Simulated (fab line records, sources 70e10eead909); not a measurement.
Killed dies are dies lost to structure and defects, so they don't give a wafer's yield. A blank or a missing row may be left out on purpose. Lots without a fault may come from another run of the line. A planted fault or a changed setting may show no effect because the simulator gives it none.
A struck lot beside a sound one | flow nand_harc | 25 steps out of a route of 1159
Sound: wafers L421.1, L421.2, L421.4. Struck: wafers L427.2, L427.4, L427.6. The cause comes at the end.
At each step with rows: each side's tool, then ch and its chambers, then its first start. Under that, the readings that differ: sound wafers | struck wafers | difference of the means | sigmas: that difference in standard deviations of wafers without a fault.
alike: readings whose means differ by less than 2 such deviations, and words and numbers that are the same on both sides. not compared: withheld readings, readings that some wafer has no value for, bounds like >300 that may hide the same value, and numbers for which the record gives no deviation and whose values overlap.
The two part at a step that has a row with sigmas, a row that says differs or no value, or rows on one side only. Numbers that don't overlap but have no deviation are shown without sigmas and don't part them. A reading that every wafer of one side lacks parts them only if that side has two wafers or more.

first, 12 steps without rows for these wafers: NHARC_P_STI_ETCH_26 (etches SiO2 in dHF, target depth 11 nm); NHARC_P_STI_PRECLEAN_27 (cleans in SC1); NHARC_P_STI_SRD_28; NHARC_P_STI_OXIDE_29 (material SiO2, target thk 10 nm, ox time 1362 s); NHARC_P_STI_HM_DEP_30 (deposits Si3N4, target thk 80 nm, time 873 s); NHARC_P_STI_DEHYDRATE_01 (time 120 s); NHARC_P_STI_HMDS_02 (time 30 s); NHARC_P_STI_COAT_41 (time 65 s); NHARC_P_STI_COAT_03 (resist thk 600 nm); NHARC_P_STI_SOFTBAKE_04 (time 70 s); NHARC_P_STI_EBR_05; NHARC_P_STI_EXPOSE_06 (exposes mask P STI, target cd 200 nm).
NHARC_P_STI_PEB_07: peb time 80 s.
  sound on litho_track-02 ch 0, day 3 07:42; struck on litho_track-07 ch 0, day 4 18:23
  reading                  | sound                | struck               | difference | sigmas
  heater_power_total_W (W) | 189.3 189.8 189.1    | 206.9 207.7 209.6    | +18.7      | +24
  plate_temp_C (C)         | 128.03 128.13 127.99 | 137.70 137.58 137.69 | +9.61      | +74
  alike: exhaust_pa
then, 1 step without rows for these wafers: NHARC_P_STI_DEVELOP_08 (time 50 s).
NHARC_P_STI_CD_MEAS_09: target cd 200 nm.
  sound on cd_sem-03 ch 0, day 3 07:48; struck on cd_sem-01 ch 0, day 4 18:28
  reading    | sound             | struck            | difference | sigmas
  cd_nm (nm) | 197.1 195.1 194.7 | 247.0 241.4 242.8 | +48.1      | +17
NHARC_P_STI_OVL_MEAS_10:
  sound on overlay-02, day 3 07:53; struck on overlay-02, day 4 18:34
  alike: overlay_x_nm, overlay_y_nm
NHARC_P_STI_INSPECT_11:
  sound on defect_inspect-01, day 3 07:55; struck on defect_inspect-01, day 4 18:36
  alike: raw_defect_count
then, 1 step without rows for these wafers: NHARC_P_STI_HARDBAKE_13 (time 65 s).
NHARC_P_STI_DESCUM_14: chemistry O2, time 3 s.
  sound on rie_diel-01 ch 0,2,3, day 3 08:04; struck on rie_diel-10 ch 1,3, day 4 18:44
  reading                | sound           | struck            | difference | sigmas
  model.P_STI.cd_nm (nm) | 197.3 195 195.1 | 247.6 240.8 242.2 | +47.7      |
  alike: drypump_motor_current_A, oes_product_au, rf_vpp_V, showerhead_plenum_p_Torr, throttle_valve_pct
  not compared: rf_hours_counter_h
NHARC_P_STI_ETCH_42: etches the open film in N2/H2, target depth 80 nm, overetch 24 nm, time 61 s.
  sound on rie_diel-01 ch 0,2,3, day 3 08:09; struck on rie_diel-10 ch 0,2,3, day 4 18:50
  alike: drypump_motor_current_A, oes_product_au, rf_vpp_V, showerhead_plenum_p_Torr, throttle_valve_pct
  not compared: rf_hours_counter_h
NHARC_P_STI_ETCH_31: etches the open film in CF4/CHF3, target depth 108.9 nm, time 54.5 s.
  sound on rie_diel-01 ch 0,1,2; struck on rie_diel-10 ch 0,1,2
  alike: drypump_motor_current_A, oes_product_au, rf_vpp_V, showerhead_plenum_p_Torr, throttle_valve_pct
  not compared: rf_hours_counter_h
NHARC_P_STI_ETCH_15: etches the open film in HBr/Cl2, target depth 300 nm, time 100.1 s.
  sound on rie_si-04 ch 0,2,3, day 3 08:20; struck on rie_si-03 ch 0,3, day 4 19:01
  reading                | sound             | struck            | difference | sigmas
  model.P_STI.cd_nm (nm) | 195.4 194.6 194.2 | 248.6 240.3 242.8 | +49.2      |
  alike: drypump_motor_current_A, hbr_flow_sccm, oes_product_au, throttle_valve_pct
  not compared: rf_hours_counter_h
NHARC_P_STI_CD_MEAS_16:
  sound on cd_sem-01, day 3 08:30; struck on cd_sem-01, day 4 19:11
  reading    | sound       | struck      | difference | sigmas
  cd_nm (nm) | 196 195 194 | 249 240 243 | +49        | +16
NHARC_P_STI_OCD_MEAS_17:
  sound on ocd-02, day 3 08:35; struck on ocd-01, day 4 19:16
  reading                | sound             | struck            | difference | sigmas
  trench_foot_cd_nm (nm) | 155.5 154.4 153.3 | 204.7 199.6 200.6 | +47.2      | +17
then, 1 step without rows for these wafers: NHARC_P_STI_STRIP_19 (strips in SPM, time 900 s).

WHERE THEY PART
First at NHARC_P_STI_PEB_07; last, within this record, at NHARC_P_STI_OCD_MEAS_17.

WHY: what the simulator had put in
Process parameter drift: litho_track-07, from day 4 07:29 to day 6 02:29, at NHARC_P_STI_PEB_07. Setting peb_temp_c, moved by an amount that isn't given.
